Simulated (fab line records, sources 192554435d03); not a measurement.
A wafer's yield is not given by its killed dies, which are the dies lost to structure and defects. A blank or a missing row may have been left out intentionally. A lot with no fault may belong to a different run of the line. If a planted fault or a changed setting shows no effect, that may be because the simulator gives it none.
fab line records	flow n5Finfet
record lots=6	wafers=18	lastDay=18
route steps=1938 shown BEOL_M0@719 BEOL_M4@1111 PASSIVATION@1936
lots untouched by any fault: they come from a run of this same line in which no faults occurred
startH: hours from the record's first day to the start of the lot's first wafer shown	waitH: hours from the lot's prior step to this one	" same as the row above	L1.1+2: a single row standing in for several wafers	- no value present, or no start provided	* or withheld: withheld	< > ~ a bound
route shown NAME@n: NAME is a module with steps in the file, n the number in the route of the first one	usual: mean/standard deviation taken from wafers without a fault	same: alike in all rows	chamber/n: place in a boat	sites: each site's reading	_std_site: how widely they spread, as a standard deviation	_edge_site: outer sites' mean less inner sites'	radiusMm: how far each site lies from the wafer's centre	mask NAME#n: copy n	behind: the tool/chamber that last shaped the wafer	hold: reason for holding the lot/hours on hold/outcome of the hold	device: whichever transistor did not switch (one of n, p or np)	end of line: the route-end tests of the same wafers	a step with no rows: only its recipe	killed: not the wafer's yield, but the dies lost to structure and defects at the first sort	map: a wafer's dies, x killed, . not, _ none there
set.NAME: the setting as run; set.NAME@STEP: as run at that earlier step	model.NAME: the simulator's own value behind a step, which no gauge read
a table for each step, a row for each wafer; lots at some steps of the route
services: from which hour (startH, from the record's first day; less than 0 if before it) a tool's chamber was out of use, for how many hours, and why
## steps
# step N5_BEOL_M0_WET_ETCH_106
# recipe chemistry=DHF	dilution=10:1	tempC=25	target=SiO2	targetDepthA=1300	dry=ipaMarangoni	rinseTimeS=30	rinseTempC=23
# step N5_BEOL_M0_ETCH_128
# recipe chemistry=CF4/N2	targetDepthA=120	overetchA=51	target=SiCN	timeS=21.4	ionEnergyEv=150	pressureMtorr=40	sourceW=430	biasW=70	Ar_flow_sccm=100	cf4FlowSccm=60	n2FlowSccm=60
# step N5_BEOL_M0_TRENCH_ETCH_107
# recipe chemistry=C4F6/O2	targetDepthA=328	target=SiOC	timeS=16.4	ionEnergyEv=250	pressureMtorr=30	sourceW=355	biasW=185	Ar_flow_sccm=300	C4F6_flow_sccm=10	O2_flow_sccm=10
# step N5_BEOL_M0_STRIP_142
# recipe chemistry=N2/H2	timeS=10	powerW=450	tempC=40	pressureMtorr=20	rfFrequencyHz=6e+07	biasPowerW=7	n2FlowSccm=200	h2FlowSccm=200
# step N5_BEOL_M0_OCD_MEAS_108
# usual trenchDepthNm=32.8/0.64
lot.wafer	tool	chamber	startH	waitH	trenchDepthNm
L420.1	ocd-02	-	145.43	0.1	33.3
L420.4	"	-	"	"	33.2
L420.5	"	-	"	"	32.4
L423.1	ocd-02	-	164.09	0.1	32.1
L423.4	"	-	"	"	33.4
L423.6	"	-	"	"	33.4
L430.1	ocd-02	-	211.39	0.1	33.2
L430.2	"	-	"	"	32.3
L430.3	"	-	"	"	33.7
L431.3	ocd-02	-	216.03	0.1	32.8
L431.4	"	-	"	"	32.9
L431.5	"	-	"	"	32.8
L434.2	ocd-02	-	234.13	0.1	34.0
L434.3	"	-	"	"	33.5
L434.6	"	-	"	"	32.7
L438.2	ocd-01	-	262.67	0.1	32.3
L438.4	"	-	"	"	32.4
L438.6	"	-	"	"	32.8
# step N5_BEOL_M0_HM_STRIP_129
# recipe chemistry=peroxideTinStrip	material=TiN	targetDepthA=170	tempC=50	timeS=108
# step N5_BEOL_M0_SRD_130
# recipe timeS=30	tempC=23	rinseLiquid=diw	dry=ipaMarangoni
# step N5_BEOL_M0_ETCH_109
# recipe chemistry=CH3F/O2	targetDepthA=80	overetchA=24	target=SiCN	timeS=27.4	ionEnergyEv=120	pressureMtorr=30	sourceW=395	biasW=75	Ar_flow_sccm=150	CH3F_flow_sccm=30	O2_flow_sccm=20
# usual CH3F_flow_sccm=30.01/0.087	drypumpMotorCurrentA=5.8/0.44	oesProductAu=0.65/0.078	rfVppV=297.5/1.5	showerheadPlenumPTorr=2.01/0.066	throttleValvePct=16.34/0.24
lot.wafer	tool	chamber	startH	waitH	CH3F_flow_sccm	drypumpMotorCurrentA	oesProductAu	rfHoursCounterH	rfVppV	showerheadPlenumPTorr	throttleValvePct
L420.1	rieDiel-03	1	145.57	0.1	29.95	6.3	0.68	108	298.3	2.02	16.36
L420.4	"	2	"	"	30.16	5.5	0.59	229	297.0	1.97	16.37
L420.5	"	2	"	"	30.13	5.5	0.59	-	297.0	1.97	16.36
L423.1	rieDiel-02	3	164.41	0.2	29.99	6.0	0.72	42	296.2	1.94	16.28
L423.4	"	1	"	"	29.91	5.4	0.64	178	299.3	2.09	16.26
L423.6	"	1	"	"	29.94	5.4	0.63	-	297.7	2.09	16.26
L430.1	rieDiel-05	3	211.50	0.0	30.08	6.5	0.60	215	298.3	2.07	16.65
L430.2	"	0	"	"	30.12	5.8	0.60	232	299.3	2.06	16.31
L430.3	"	2	"	"	30.06	5.5	0.77	28	295.1	1.96	15.98
L431.3	rieDiel-05	1	216.13	0.0	29.97	5.1	0.59	228	297.2	2.06	16.67
L431.4	"	3	"	"	29.98	6.5	0.59	216	298.3	2.07	16.66
L431.5	"	0	"	"	30.14	5.7	0.60	-	298.7	2.06	16.29
L434.2	rieDiel-05	1	234.24	0.0	29.88	5.2	0.59	236	298.3	2.06	16.68
L434.3	"	3	"	"	29.86	6.5	0.58	223	299.3	2.06	16.67
L434.6	"	2	"	"	29.91	5.5	0.74	-	295.5	1.95	16.01
L438.2	rieDiel-03	3	263.06	0.3	30.03	5.9	0.60	227	297.8	1.98	16.20
L438.4	"	2	"	"	29.92	5.4	0.82	16	296.0	1.96	15.94
L438.6	"	2	"	"	29.95	5.4	0.80	-	297.5	1.96	15.92
# step N5_BEOL_M0_STRIP_139
# recipe chemistry=postEtchResidueRemover	timeS=60	tempC=25	removerPh=withheld	removerWaterWtPct=withheld	removerFluorideWtPct=withheld
# step N5_BEOL_M0_SRD_111
# recipe timeS=30	tempC=23	rinseLiquid=diw	dry=ipaMarangoni
# step N5_BEOL_M0_DEGAS_112
# recipe ambient=vacuum	tempC=250	timeS=60
# usual heaterPowerW=340/37
lot.wafer	tool	chamber	startH	waitH	heaterPowerW
L420.1	pvdSputter-03	-	145.90	0.2	369
L420.4	"	-	"	"	356
L420.5	"	-	"	"	377
L423.1	pvdSputter-01	-	164.76	0.2	388
L423.4	"	-	"	"	378
L423.6	"	-	"	"	390
L430.1	pvdSputter-03	-	211.80	0.2	366
L430.2	"	-	"	"	369
L430.3	"	-	"	"	344
L431.3	pvdSputter-01	-	216.30	0.0	375
L431.4	"	-	"	"	390
L431.5	"	-	"	"	382
L434.2	pvdSputter-03	-	234.41	0.0	347
L434.3	"	-	"	"	338
L434.6	"	-	"	"	350
L438.2	pvdSputter-03	-	263.23	0.0	337
L438.4	"	-	"	"	364
L438.6	"	-	"	"	357
# step N5_BEOL_M0_PRE_CLEAN_113
# recipe gas=H2/He	timeS=30	tempC=250
# step N5_BEOL_M0_ALD_136
# recipe material=TaN	targetThkA=*	tempC=275	aldPrecursorFamily=PDMAT	aldCoReactant=NH3	pressureTorr=3	carrierFlowSccm=1500	pulseTimeS=2	purgeTimeS=3	coReactantPurgeTimeS=2	coReactantPulseTimeS=3	aldCycles=30	precursorVesselTempC=75	precursorVesselPressureTorr=26.25	precursorVesselCarrierSccm=1000
# usual aldCycles=30/0	chamberPressureTorr=2.999/0.0069	coReactantPulseTimeS=3/0	heaterPowerW=421/53
lot.wafer	tool	chamber	startH	waitH	aldCycles	chamberPressureTorr	coReactantPulseTimeS	heaterPowerW
L420.1	aldMetal-03	2	146.12	0.2	30	2.999	3	430
L420.4	"	0	"	"	30	2.999	3	360
L420.5	"	3	"	"	30	2.989	3	535
L423.1	aldMetal-03	2	164.97	0.2	30	2.996	3	439
L423.4	"	3	"	"	30	2.996	3	531
L423.6	"	2	"	"	30	3.004	3	429
L430.1	aldMetal-03	0	211.94	0.1	-	-	-	-
L430.2	"	1	"	"	-	-	-	-
L430.3	"	2	"	"	-	-	-	-
L431.3	aldMetal-02	1	216.41	0.0	-	-	-	-
L431.4	"	2	"	"	-	-	-	-
L431.5	"	0	"	"	-	-	-	-
L434.2	aldMetal-03	0	234.51	0.0	30	3.004	3	360
L434.3	"	3	"	"	30	2.997	3	551
L434.6	"	0	"	"	30	3.000	3	363
L438.2	aldMetal-03	2	263.34	0.0	30	2.999	3	432
L438.4	"	1	"	"	30	3.005	3	401
L438.6	"	2	"	"	30	2.999	3	434
# step N5_BEOL_M0_SURFACE_TREAT_137
# recipe gas=Ar	timeS=*	ionEnergyEv=*	ionCurrentMaCm2=0.5	pressureMtorr=*	arFlowSccm=30
# usual throttleValvePct=*
lot.wafer	tool	chamber	startH	waitH	throttleValvePct
L420.1	pvdSputter-03	-	146.40	0.2	*
L420.4	"	-	"	"	*
L420.5	"	-	"	"	*
L423.1	pvdSputter-02	-	165.21	0.1	*
L423.4	"	-	"	"	*
L423.6	"	-	"	"	*
L430.1	pvdSputter-01	-	212.32	0.3	*
L430.2	"	-	"	"	*
L430.3	"	-	"	"	*
L431.3	pvdSputter-02	-	216.66	0.1	*
L431.4	"	-	"	"	*
L431.5	"	-	"	"	*
L434.2	pvdSputter-01	-	234.74	0.1	*
L434.3	"	-	"	"	*
L434.6	"	-	"	"	*
L438.2	pvdSputter-02	-	265.16	1.7	*
L438.4	"	-	"	"	*
L438.6	"	-	"	"	*
# step N5_BEOL_M0_CVD_115
# recipe material=Co	targetThkA=*	tempC=withheld	precursor=CCTBA/H2	pressureTorr=30	timeS=120
# step N5_BEOL_M0_SPUTTER_116
# recipe material=Cu	targetThkA=40	tempC=-20	chamberPressurePa=0.07	powerW=withheld	timeS=7.37
# step N5_BEOL_M0_ANNEAL_117
# recipe tempC=400	timeS=60	ambient=vacuum
# step N5_BEOL_M0_SPUTTER_132
# recipe material=Cu	targetThkA=40	tempC=-20	chamberPressurePa=0.07	powerW=withheld	timeS=7.37
# step N5_BEOL_M0_ANNEAL_133
# recipe tempC=400	timeS=60	ambient=vacuum
# step N5_BEOL_M0_SPUTTER_134
# recipe material=Cu	targetThkA=40	tempC=-20	chamberPressurePa=0.07	powerW=withheld	timeS=7.37
# usual throttleValvePct=29.8/1.2
lot.wafer	tool	chamber	startH	waitH	throttleValvePct
L420.1	pvdSputter-02	-	147.13	0.0	29.7
L420.4	"	-	"	"	31.0
L420.5	"	-	"	"	29.5
L423.1	pvdSputter-02	-	165.61	0.0	31.0
L423.4	"	-	"	"	29.6
L423.6	"	-	"	"	28.3
L430.1	pvdSputter-01	-	212.76	0.0	31.4
L430.2	"	-	"	"	28.0
L430.3	"	-	"	"	30.3
L431.3	pvdSputter-03	-	218.51	0.0	28.7
L431.4	"	-	"	"	31.0
L431.5	"	-	"	"	30.6
L434.2	pvdSputter-03	-	235.17	0.0	29.1
L434.3	"	-	"	"	28.1
L434.6	"	-	"	"	28.0
L438.2	pvdSputter-02	-	265.74	0.0	31.0
L438.4	"	-	"	"	28.4
L438.6	"	-	"	"	28.4
# step N5_BEOL_M0_ANNEAL_135
# recipe tempC=400	timeS=60	ambient=vacuum
# step N5_BEOL_M0_SPUTTER_141
# recipe material=Cu	targetThkA=40	tempC=-20	chamberPressurePa=0.07	powerW=withheld	timeS=7.37
# step N5_BEOL_M0_ECD_118
# recipe material=Cu	targetThkA=3000
# step N5_BEOL_M0_ANNEAL_119
# recipe tempC=225	timeS=90	ambient=N2
# usual wafer_temp_C_max=225.64/0.24
lot.wafer	tool	chamber	startH	waitH	wafer_temp_C_max
L420.1	rtpAnneal-01	0	148.08	0.7	225.78
L420.4	"	0	"	"	225.47
L420.5	"	0	"	"	225.42
L423.1	rtpAnneal-01	0	166.55	0.7	225.53
L423.4	"	0	"	"	225.66
L423.6	"	0	"	"	225.49
L430.1	rtpAnneal-01	0	216.91	3.9	225.47
L430.2	"	0	"	"	225.88
L430.3	"	0	"	"	225.56
L431.3	rtpAnneal-01	0	222.73	3.9	225.54
L431.4	"	0	"	"	225.63
L431.5	"	0	"	"	225.53
L434.2	rtpAnneal-01	0	240.38	5.0	225.42
L434.3	"	0	"	"	225.95
L434.6	"	0	"	"	225.35
L438.2	rtpAnneal-01	0	266.10	0.1	225.51
L438.4	"	0	"	"	225.47
L438.6	"	0	"	"	225.64
# step N5_BEOL_M0_CMP_120
# recipe stopOn=SiOC	tOverpolishS=6.9	downForcePsi=1	platenRpm=50	clearingPlatenDownForcePsi=1.5	clearingPlatenRpm=50	postCmpClean=cuAlkaline	clearingPlatenPadVelocityMS=0.99484	padVelocityMS=0.99484
# usual barrierFieldEndpointS=3.65/0.15	clearingPlatenRpm=50.003/0.025	motorCurrentA=6.4/0.54
lot.wafer	tool	chamber	startH	waitH	barrierFieldEndpointS	clearingPlatenRpm	motorCurrentA
L420.1	cmp-04	2	148.38	0.3	3.81	50.010	6.7
L420.4	"	0	"	"	3.71	49.983	6.6
L420.5	"	3	"	"	3.77	49.994	5.9
L423.1	cmp-04	3	166.86	0.3	3.55	50.001	5.5
L423.4	"	1	"	"	3.58	50.067	6.7
L423.6	"	0	"	"	3.76	50.041	6.6
L430.3	cmp-03	1	217.26	0.2	1.84	49.983	6.5
L430.1	"	2	"	"	1.87	50.015	5.9
L430.2	"	3	"	"	1.88	50.004	7.6
L431.3	cmp-04	0	223.03	0.3	1.79	50.038	6.7
L431.4	"	1	"	"	1.87	49.991	6.9
L431.5	"	3	"	"	1.63	49.999	5.8
L434.2	cmp-03	2	240.67	0.2	3.78	49.966	6.0
L434.3	"	3	"	"	3.63	50.034	7.1
L434.6	"	2	"	"	3.70	49.973	6.3
L438.4	cmp-04	3	266.52	0.3	3.69	50.005	5.9
L438.2	"	0	"	"	3.52	50.014	6.5
L438.6	"	2	"	"	3.62	50.038	6.8
# step N5_BEOL_M4_RC_MEAS_101
# usual DIBL_N=35.9/1.8	DIBL_P=36.2/2	IOFF_N=0.16/0.031	IOFF_P=0.22/0.041	ION_N=676/11	ION_P=465/8.5	SS_N=71.4/0.64	SS_P=73.2/0.7	VT_N=250/3.5	VT_P=-250/3.9
lot.wafer	tool	chamber	startH	waitH	DIBL_N[mV/V]	DIBL_P[mV/V]	IOFF_N[nA/um]	IOFF_P[nA/um]	ION_N[uA/um]	ION_P[uA/um]	SS_N[mV/dec]	SS_P[mV/dec]	VT_N[mV]	VT_P[mV]
L420.1	prober-02	0	214.72	0.0	33.6	33.3	0.11	0.15	660	449	70.8	72.5	256	-255
L420.4	"	0	"	"	36.3	36.2	0.16	0.19	682	464	72.5	74.1	248	-255
L420.5	"	0	"	"	35.6	34.8	0.15	0.18	665	453	71.9	72.7	248	-257
L423.1	prober-01	0	231.46	0.0	35.3	37.8	0.16	0.23	678	465	71.3	73.5	249	-250
L423.4	"	0	"	"	33.5	35.2	0.13	0.19	668	460	70.8	72.2	251	-251
L423.6	"	0	"	"	33.8	35.7	0.12	0.19	667	463	70.4	72.6	257	-252
L434.2	prober-01	0	290.82	0.2	35.4	36.4	0.14	0.21	672	464	72.2	72.8	253	-250
L434.3	"	0	"	"	37.2	38.7	0.18	0.26	674	469	72.0	74.0	250	-249
L434.6	"	0	"	"	37.8	38.9	0.17	0.27	671	467	71.5	73.6	250	-249
L438.2	prober-02	0	321.27	0.2	38.6	38.9	0.17	0.19	665	449	71.3	73.4	251	-254
L438.4	"	0	"	"	34.5	34.8	0.11	0.14	645	443	70.4	72.2	254	-258
L438.6	"	0	"	"	32.4	31.9	0.09	0.12	651	448	70.3	71.7	259	-260
# step N5_PASSIVATION_PROBE_49
# usual defectLimitedYield=91.3/1.3	killed_at_M0_to_M3=35/9.3	killed_at_M4_up=14/5.2	killedAtContacts=12/5.9	killedAtFrontEnd=38/11	killedAtOther=4/3.7	killedDies=103/15	killedOnRim=14/4	killedOpen=67/12	killedShort=34/8	sort_bin_5_function=5.1/0.88	sort_bin_6_memory=3.3/0.65	sortNPass=1077/15	sortYieldPct=91.3/1.3
# same grossDies=1180	killedAtBackSide=0	sort_bin_4_leakage[%]=0	sort_bin_8_speed[%]=0
lot.wafer	tool	chamber	startH	waitH	defectLimitedYield[%]	killed_at_M0_to_M3	killed_at_M4_up	killedAtContacts	killedAtFrontEnd	killedAtOther	killedDies	killedOnRim	killedOpen	killedShort	sort_bin_5_function[%]	sort_bin_6_memory[%]	sortNPass	sortYieldPct[%]
L430.1	prober-02	-	380.90	0.3	0	1112	19	7	40	2	1180	152	72	36	96.4	3.4	0	0
L430.2	prober-02	-	380.95	0.4	0	1124	11	8	35	2	1180	152	60	28	96.6	3.2	0	0
L430.3	prober-02	-	381.00	0.4	0	1125	16	3	32	4	1180	152	64	20	96.7	3.3	0	0
L431.3	prober-02	-	382.68	0.1	0	1134	7	7	29	3	1180	152	45	28	97.2	2.5	0	0
L431.4	prober-02	-	382.73	0.2	0	1102	23	19	33	3	1180	152	89	31	95.8	4.2	0	0
L431.5	prober-02	-	382.78	0.2	0	1095	9	14	59	3	1180	152	79	51	95.7	3.6	0	0
# killed by level:class
L430.1 BEOL_M0:areaAld=1069 STI_FIN_REVEAL:geometricParticle:open=11 BEOL_M3:geometricParticle:open=9 DUMMY_GATE:geometricParticle:open=8 BEOL_M2:geometricParticle:open=8 BEOL_M0_SAQP:geometricParticle:short=7 BEOL_M1:geometricParticle:open=7 FIN_SAQP:geometricParticle:open=6
L430.2 BEOL_M0:areaAld=1091 BEOL_M3:geometricParticle:open=10 STI_FIN_REVEAL:geometricParticle:open=7 MOL_CONTACT_COAG:geometricParticle:open=6 BEOL_M1:geometricParticle:open=6 DUMMY_GATE:geometricParticle:open=5 BEOL_M2:geometricParticle:open=5 FIN_SAQP:geometricParticle:short=4
L430.3 BEOL_M0:areaAld=1094 BEOL_M3:geometricParticle:open=11 BEOL_M1:geometricParticle:open=8 FIN_SAQP:geometricParticle:short=6 FIN_SAQP:geometricParticle:open=6 DUMMY_GATE:geometricParticle:open=6 STI_FIN_REVEAL:geometricParticle:open=6 BEOL_M5:geometricParticle:open=5
L431.3 BEOL_M0:areaAld=1104 STI_FIN_REVEAL:geometricParticle:open=10 BEOL_M0_SAQP:geometricParticle:short=9 BEOL_M0_SAQP:geometricParticle:open=8 MOL_CONTACT_COAG:geometricParticle:open=5 BEOL_M0:geometricParticle:short=5 FIN_SAQP:geometricParticle:short=4 BEOL_M2:geometricParticle:open=4
L431.4 BEOL_M0:areaAld=1058 MOL_CONTACT_COAG:geometricParticle:open=18 BEOL_M0_SAQP:geometricParticle:open=15 BEOL_M0_SAQP:geometricParticle:short=10 STI_FIN_REVEAL:geometricParticle:open=8 BEOL_M1:geometricParticle:open=8 BEOL_M4:geometricParticle:open=8 BEOL_M5:geometricParticle:open=7
L431.5 BEOL_M0:areaAld=1048 STI_FIN_REVEAL:geometricParticle:open=16 BEOL_M0_SAQP:geometricParticle:short=16 FIN_SAQP:geometricParticle:open=12 MOL_CONTACT_COAG:geometricParticle:open=12 BEOL_M3:geometricParticle:open=12 FIN_SAQP:geometricParticle:short=8 BEOL_M0_SAQP:geometricParticle:open=6
# map L430.1 (x killed, . not)
_________________xxxxxxxxxxxx________________
______________xxxxxxxxxxxxxxxxxx_____________
___________xxxxxxxxxxxxxxxxxxxxxxxx__________
__________xxxxxxxxxxxxxxxxxxxxxxxxxx_________
________xxxxxxxxxxxxxxxxxxxxxxxxxxxxxx_______
_______xxxxxxxxxxxxxxxxxxxxxxxxxxxxxxxx______
______xxxxxxxxxxxxxxxxxxxxxxxxxxxxxxxxxx_____
_____xxxxxxxxxxxxxxxxxxxxxxxxxxxxxxxxxxxx____
____xxxxxxxxxxxxxxxxxxxxxxxxxxxxxxxxxxxxxx___
___xxxxxxxxxxxxxxxxxxxxxxxxxxxxxxxxxxxxxxxx__
___xxxxxxxxxxxxxxxxxxxxxxxxxxxxxxxxxxxxxxxx__
__xxxxxxxxxxxxxxxxxxxxxxxxxxxxxxxxxxxxxxxxxx_
__xxxxxxxxxxxxxxxxxxxxxxxxxxxxxxxxxxxxxxxxxx_
_xxxxxxxxxxxxxxxxxxxxxxxxxxxxxxxxxxxxxxxxxxxx
_xxxxxxxxxxxxxxxxxxxxxxxxxxxxxxxxxxxxxxxxxxxx
_xxxxxxxxxxxxxxxxxxxxxxxxxxxxxxxxxxxxxxxxxxxx
_xxxxxxxxxxxxxxxxxxxxxxxxxxxxxxxxxxxxxxxxxxxx
_xxxxxxxxxxxxxxxxxxxxxxxxxxxxxxxxxxxxxxxxxxxx
_xxxxxxxxxxxxxxxxxxxxxxxxxxxxxxxxxxxxxxxxxxxx
_xxxxxxxxxxxxxxxxxxxxxxxxxxxxxxxxxxxxxxxxxxxx
_xxxxxxxxxxxxxxxxxxxxxxxxxxxxxxxxxxxxxxxxxxxx
__xxxxxxxxxxxxxxxxxxxxxxxxxxxxxxxxxxxxxxxxxx_
__xxxxxxxxxxxxxxxxxxxxxxxxxxxxxxxxxxxxxxxxxx_
___xxxxxxxxxxxxxxxxxxxxxxxxxxxxxxxxxxxxxxxx__
___xxxxxxxxxxxxxxxxxxxxxxxxxxxxxxxxxxxxxxxx__
____xxxxxxxxxxxxxxxxxxxxxxxxxxxxxxxxxxxxxx___
_____xxxxxxxxxxxxxxxxxxxxxxxxxxxxxxxxxxxx____
______xxxxxxxxxxxxxxxxxxxxxxxxxxxxxxxxxx_____
_______xxxxxxxxxxxxxxxxxxxxxxxxxxxxxxxx______
________xxxxxxxxxxxxxxxxxxxxxxxxxxxxxx_______
__________xxxxxxxxxxxxxxxxxxxxxxxxxx_________
___________xxxxxxxxxxxxxxxxxxxxxxxx__________
______________xxxxxxxxxxxxxxxxxx_____________
_________________xxxxxxxxxxxx________________
# map L431.3 (x killed, . not)
_________________xxxxxxxxxxxx________________
______________xxxxxxxxxxxxxxxxxx_____________
___________xxxxxxxxxxxxxxxxxxxxxxxx__________
__________xxxxxxxxxxxxxxxxxxxxxxxxxx_________
________xxxxxxxxxxxxxxxxxxxxxxxxxxxxxx_______
_______xxxxxxxxxxxxxxxxxxxxxxxxxxxxxxxx______
______xxxxxxxxxxxxxxxxxxxxxxxxxxxxxxxxxx_____
_____xxxxxxxxxxxxxxxxxxxxxxxxxxxxxxxxxxxx____
____xxxxxxxxxxxxxxxxxxxxxxxxxxxxxxxxxxxxxx___
___xxxxxxxxxxxxxxxxxxxxxxxxxxxxxxxxxxxxxxxx__
___xxxxxxxxxxxxxxxxxxxxxxxxxxxxxxxxxxxxxxxx__
__xxxxxxxxxxxxxxxxxxxxxxxxxxxxxxxxxxxxxxxxxx_
__xxxxxxxxxxxxxxxxxxxxxxxxxxxxxxxxxxxxxxxxxx_
_xxxxxxxxxxxxxxxxxxxxxxxxxxxxxxxxxxxxxxxxxxxx
_xxxxxxxxxxxxxxxxxxxxxxxxxxxxxxxxxxxxxxxxxxxx
_xxxxxxxxxxxxxxxxxxxxxxxxxxxxxxxxxxxxxxxxxxxx
_xxxxxxxxxxxxxxxxxxxxxxxxxxxxxxxxxxxxxxxxxxxx
_xxxxxxxxxxxxxxxxxxxxxxxxxxxxxxxxxxxxxxxxxxxx
_xxxxxxxxxxxxxxxxxxxxxxxxxxxxxxxxxxxxxxxxxxxx
_xxxxxxxxxxxxxxxxxxxxxxxxxxxxxxxxxxxxxxxxxxxx
_xxxxxxxxxxxxxxxxxxxxxxxxxxxxxxxxxxxxxxxxxxxx
__xxxxxxxxxxxxxxxxxxxxxxxxxxxxxxxxxxxxxxxxxx_
__xxxxxxxxxxxxxxxxxxxxxxxxxxxxxxxxxxxxxxxxxx_
___xxxxxxxxxxxxxxxxxxxxxxxxxxxxxxxxxxxxxxxx__
___xxxxxxxxxxxxxxxxxxxxxxxxxxxxxxxxxxxxxxxx__
____xxxxxxxxxxxxxxxxxxxxxxxxxxxxxxxxxxxxxx___
_____xxxxxxxxxxxxxxxxxxxxxxxxxxxxxxxxxxxx____
______xxxxxxxxxxxxxxxxxxxxxxxxxxxxxxxxxx_____
_______xxxxxxxxxxxxxxxxxxxxxxxxxxxxxxxx______
________xxxxxxxxxxxxxxxxxxxxxxxxxxxxxx_______
__________xxxxxxxxxxxxxxxxxxxxxxxxxx_________
___________xxxxxxxxxxxxxxxxxxxxxxxx__________
______________xxxxxxxxxxxxxxxxxx_____________
_________________xxxxxxxxxxxx________________
## services
tool	chamber	startH	hours	kind
rieDiel-05	1	141.45	1.7	repair
aldMetal-03	1	144.11	24.1	repair
aldMetal-03	3	149.19	3.7	repair
cmp-04	-	152.45	4.0	pm
cmp-04	-	156.45	-	consumableReplace:conditioner
cmp-04	-	156.45	-	consumableReplace:pad
aldMetal-02	-	175.46	0.9	repair
aldMetal-02	2	181.98	17.3	repair
cmp-03	-	198.46	2.4	repair
aldMetal-02	3	201.15	10.5	repair
rieDiel-03	2	203.59	-	clean
rieDiel-03	2	203.59	-	consumableReplace:focusRing
rieDiel-03	1	217.32	3.5	repair
aldMetal-03	0	251.90	14.5	repair
rieDiel-05	3	253.97	1.8	repair
pvdSputter-03	-	254.06	7.5	repair
rieDiel-05	0	257.65	-	clean
rieDiel-05	0	257.65	-	consumableReplace:focusRing
rieDiel-05	0	257.65	22.0	scheduledDown
rieDiel-05	0	257.65	22.0	ventCycle
rieDiel-02	1	259.41	3.0	repair
aldMetal-02	3	261.79	27.9	repair
aldMetal-02	2	266.08	12.8	repair
cmp-03	-	266.47	0.5	repair
## key
firstSign step=N5_BEOL_M0_ALD_136	reading=toolRecord	direction=missing
effect step=N5_BEOL_M0_CMP_120	reading=barrierFieldEndpointS	direction=down	sigmas=12	usual=3.65	struck=1.82
effect step=N5_PASSIVATION_PROBE_49	reading=killed_at_M0_to_M3	direction=up	sigmas=99+	usual=35	struck=1115
moreKillsBornAt N5_BEOL_M0_ALD_136@aldMetal-03=3253	N5_BEOL_M0_ALD_136@aldMetal-02=3210
metAt N5_BEOL_M0_ALD_136
struckWafers L430.1,L430.2,L430.3,L431.3,L431.4,L431.5
laterRowsLeftOut L430.1,L430.2,L430.3,L431.3,L431.4,L431.5
onsetBetween 164.97 211.94
fault kind=skippedStepWhole	tool=aldMetal-02,aldMetal-03	chamber=-	onsetH=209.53	steps=N5_BEOL_M0_ALD_136	scope=struckLotsOnly
# laterRowsLeftOut: the simulator's readings of these wafers behind a module that went badly wrong aren't trusted and aren't shown, but for the sort
